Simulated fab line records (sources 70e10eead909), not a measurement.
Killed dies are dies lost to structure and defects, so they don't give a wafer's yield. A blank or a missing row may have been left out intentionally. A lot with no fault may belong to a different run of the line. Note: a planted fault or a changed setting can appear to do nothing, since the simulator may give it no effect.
Which tool did it? -- flow nandHarc -- 13 lots, 39 wafers sampled, at 5 steps of a route of 1159

WHAT THE GAUGES READ, wafer by wafer
NHARC_A_SLIT_OVL_MEAS_10. Usual: overlayXNm -0.1 nm, standard deviation 0.74; overlayYNm 0.0 nm, standard deviation 0.69.
lot,measured,on,overlayXNm (nm),overlayYNm (nm),flag
L738,day 15 00:28,overlay-02,-0.3 -0.4 -0.4,-0.2 0.7 0.2,
L737,day 15 02:15,overlay-01,0.5 0.6 0.4,0.4 0.0 0.2,
L740,day 16 13:54,overlay-01,0.8 0.6 0.1,-0.8 -0.7 -0.4,
L743,day 16 14:53,overlay-02,-0.2 -0.4 -1.1,-0.1 -0.1 -0.5,
L741,day 16 15:09,overlay-02,-0.4 -0.2 -0.6,0.3 0.8 0.5,
L745,day 17 02:20,overlay-01,-0.4 -0.5 0.1,0.4 0.2 0.1,
L744,day 17 02:11,overlay-02,-0.8 -0.6 -1.7,-1.4 -1.5 -1.4,
L748,day 17 21:21,overlay-01,0.4 0.5 0.4,1.2 1.0 0.9,
L746,day 17 20:45,overlay-01,1.9 1.6 1.9,-0.8 -1.4 -1.1,
L751,day 18 13:00,overlay-01,-0.1 0.0 0.2,0.2 0.1 0.9,
L753,day 21 02:10,overlay-02,0.5 1.1 0.8,0.7 0.6 0.6,
L755,day 21 04:01,overlay-02,-0.2 -0.3 0.0,0.3 0.1 0.0,
L754,day 21 14:41,overlay-02,-0.4 -0.7 0.1,-0.6 -1.1 -1.3,

NHARC_A_SLIT_CD_MEAS_21. Usual: cdNm 289.1 nm, standard deviation 0.96.
lot,measured,on,cdNm (nm),flag
L738,day 15 05:26,cdSem-02,289.0 289.4 288.7,
L737,day 15 07:07,cdSem-03,290.6 290.8 290.3,
L740,day 16 19:31,cdSem-03,289.4 289.1 288.9,
L743,day 16 21:10,cdSem-03,288.7 290.5 289.7,
L741,day 16 22:51,cdSem-01,290.3 290.6 289.7,
L745,day 17 07:29,cdSem-01,289.2 289.8 288.8,
L744,day 17 05:49,cdSem-01,290.0 289.1 289.3,
L748,day 18 00:52,cdSem-03,289.3 289.3 290.1,
L746,day 18 00:16,cdSem-02,289.6 289.8 288.4,
L751,day 18 16:28,cdSem-03,289.6 289.4 290.2,
L753,day 21 06:58,cdSem-03,290.5 290.3 290.6,
L755,day 21 08:40,cdSem-02,289.7 289.3 289.5,
L754,day 21 22:58,cdSem-01,288.3 288.3 287.8,

NHARC_END_SORT_01. Usual: killedAtArray 28, standard deviation 11; killedAtOther 0.9, standard deviation 1.2; killedAtPeriphery 2.6, standard deviation 2.1; killedDies 31, standard deviation 11; killedOpen 3.1, standard deviation 1.7; killedShort 1.9, standard deviation 1.3.
lot,measured,on,killedAtArray,killedAtOther,killedAtPeriphery,killedDies,killedOpen,killedShort,flag
L738,day 21 23:42,prober-01,15 23 18,0 0 0,3 4 3,18 27 21,0 3 3,0 1 1,
L737,day 22 06:23,prober-02,29 38 39,0 0 0,3 3 1,32 41 40,6 4 0,0 2 2,
L740,day 25 11:08,prober-02,18 12 16,4 1 3,4 2 1,26 15 20,6 2 5,1 1 4,
L743,day 24 12:37,prober-02,23 32 37,0 0 0,2 0 1,25 32 38,2 3 6,1 2 3,
L741,day 24 13:26,prober-01,20 24 24,0 4 2,1 4 4,21 32 30,2 3 5,0 2 2,
L745,day 25 18:23,prober-01,674 675 675,0 0 0,3 2 2,677 677 677,1 3 3,2 1 1,OFF
L744,day 24 22:54,prober-01,36 30 35,1 0 0,2 0 3,39 30 38,2 0 4,1 2 1,
L748,day 25 23:12,prober-02,674 671 674,3 4 3,0 2 0,677 677 677,2 5 3,0 1 0,OFF
L746,day 26 03:54,prober-01,668 672 667,5 1 3,4 4 7,677 677 677,5 2 3,4 0 2,OFF
L751,day 26 14:43,prober-02,42 34 28,0 0 1,2 5 0,44 39 29,5 6 3,3 1 2,
L753,day 26 21:41,prober-02,15 17 21,1 0 0,6 3 7,22 20 28,4 4 7,0 1 1,
L755,day 27 14:03,prober-02,36 30 34,1 1 2,4 2 4,41 33 40,5 2 4,1 2 0,
L754,day 27 20:56,prober-02,39 27 36,2 7 1,0 0 0,41 34 37,5 1 3,2 1 2,

EACH LOT AND THE TOOL THAT RAN IT (in order: tool; ch and the chambers of the sampled wafers; start)
lot,NHARC_A_SLIT_DEP_00,NHARC_A_SLIT_ETCH_15
L738,"aclDep-01 ch 0, day 14 22:40","rieDiel-01 ch 0,1,2, day 15 01:26"
L737,"aclDep-03 ch 0, day 14 23:26","rieDiel-10 ch 0,2,3, day 15 02:35"
L740,"aclDep-02 ch 0, day 16 11:25","rieDiel-02 ch 0,1,2, day 16 14:14"
L743,"aclDep-03 ch 0, day 16 12:08","rieDiel-01 ch 0,2, day 16 15:13"
L741,"aclDep-01 ch 0, day 16 12:43","rieDiel-02 ch 0,1,3, day 16 15:32"
L745,"aclDep-01 ch 0, day 16 23:47","rieDiel-10 ch 1,2,3, day 17 03:07"
L744,"aclDep-02 ch 0, day 17 00:25","rieDiel-02 ch 0,1,3, day 17 02:38"
L748,"aclDep-01 ch 0, day 17 18:53","rieDiel-02 ch 0,2, day 17 21:37"
L746,"aclDep-03 ch 0, day 17 18:58","rieDiel-10 ch 1,2,3, day 17 21:11"
L751,"aclDep-02 ch 0, day 18 10:35","rieDiel-01 ch 0,1,2, day 18 13:27"
L753,"aclDep-03 ch 0, day 20 23:20","rieDiel-10 ch 0,1,2, day 21 02:37"
L755,"aclDep-03 ch 0, day 21 01:37","rieDiel-10 ch 2,3, day 21 04:21"
L754,"aclDep-01 ch 0, day 21 12:03","rieDiel-02 ch 1,3, day 21 14:59"
- NHARC_A_SLIT_DEP_00: deposits aC, target thk 3200 nm.
- NHARC_A_SLIT_ETCH_15: etches the open film in O2/COS, target depth 3200 nm, time 832 s.

WHAT THE TOOLS THEMSELVES READ (means of the sampled wafers that have a number; where no wafer has one, the mark that the record gives instead)
NHARC_A_SLIT_DEP_00. Usual: throttleValvePct 35.001 %, standard deviation 0.0089.
lot,tool,throttleValvePct (%),flag
L738,aclDep-01,34.998,
L737,aclDep-03,35.009,
L740,aclDep-02,35.001,
L743,aclDep-03,35.000,
L741,aclDep-01,34.996,
L745,aclDep-01,35.007,
L744,aclDep-02,35.001,
L748,aclDep-01,35.000,
L746,aclDep-03,34.995,
L751,aclDep-02,34.999,
L753,aclDep-03,34.996,
L755,aclDep-03,34.993,
L754,aclDep-01,34.998,

NHARC_A_SLIT_ETCH_15. Usual: biasW 299.8 W, standard deviation 0.96; chamberPressureMTorr 20.000 mTorr, standard deviation 0.019; drypumpMotorCurrentA 5.8 A, standard deviation 0.44; oesProductAu 1.003 a.u., standard deviation 0.0078; rfFwdPowerW 499.5 W, standard deviation 1.6; rfVppV 314.2 V, standard deviation 1.9; showerheadPlenumPTorr 3.13 Torr, standard deviation 0.12; throttleValvePct 28.330 %, standard deviation 0.0087.
lot,tool,biasW (W),chamberPressureMTorr (mTorr),drypumpMotorCurrentA (A),oesProductAu (a.u.),rfFwdPowerW (W),rfVppV (V),showerheadPlenumPTorr (Torr),throttleValvePct (%),flag
L738,rieDiel-01,300.1,20.010,5.7,1.003,498.8,312.6,3.08,28.334,
L737,rieDiel-10,299.5,19.994,6.4,0.999,500.3,313.8,3.10,28.330,
L740,rieDiel-02,299.7,20.020,5.8,1.003,497.4,315.3,3.24,28.335,
L743,rieDiel-01,300.2,20.003,5.9,1.004,498.0,314.7,3.17,28.331,
L741,rieDiel-02,299.6,19.991,5.7,1.003,500.0,313.9,3.15,28.320,
L745,rieDiel-10,-,-,-,-,-,-,-,-,OFF
L744,rieDiel-02,299.4,19.998,5.7,1.004,500.3,315.1,3.15,28.333,
L748,rieDiel-02,-,-,-,-,-,-,-,-,OFF
L746,rieDiel-10,-,-,-,-,-,-,-,-,OFF
L751,rieDiel-01,299.4,19.989,5.7,1.004,500.6,313.8,3.08,28.332,
L753,rieDiel-10,300.6,19.993,5.9,0.992,497.3,314.2,3.14,28.331,
L755,rieDiel-10,298.8,20.009,6.5,1.007,499.2,312.4,3.02,28.327,
L754,rieDiel-02,297.7,20.012,5.5,0.993,502.6,316.5,3.24,28.334,

THE ANSWER, worked out from the rows above alone
Rule: a lot counts as off when the mean over its wafers that have a number is more than 3 standard deviations away from the usual mean. A lot without any number at a reading at which 4 lots or more have one is off too. Any other lot the step has rows for is counted as sound. The gauges are gone through in route order, then the tools' own readings, and for those a lot's mean is taken as printed above. At the first step where some lot is off, the reading lying furthest off is the one used; lots without a number count as furthest.
Off, at NHARC_END_SORT_01 on killedAtArray: L745, L748, L746.
If a tool, at a process step before that reading, ran all the lots that are off and no sound lot after the first of them, it fits. The gauges at NHARC_END_SORT_01 aren't tried: what is off there is off at NHARC_A_SLIT_ETCH_15 too, on other tools, and a gauge's error can't cause that. Of those tried, none fits.

WHAT THE SIMULATOR HAD INSERTED
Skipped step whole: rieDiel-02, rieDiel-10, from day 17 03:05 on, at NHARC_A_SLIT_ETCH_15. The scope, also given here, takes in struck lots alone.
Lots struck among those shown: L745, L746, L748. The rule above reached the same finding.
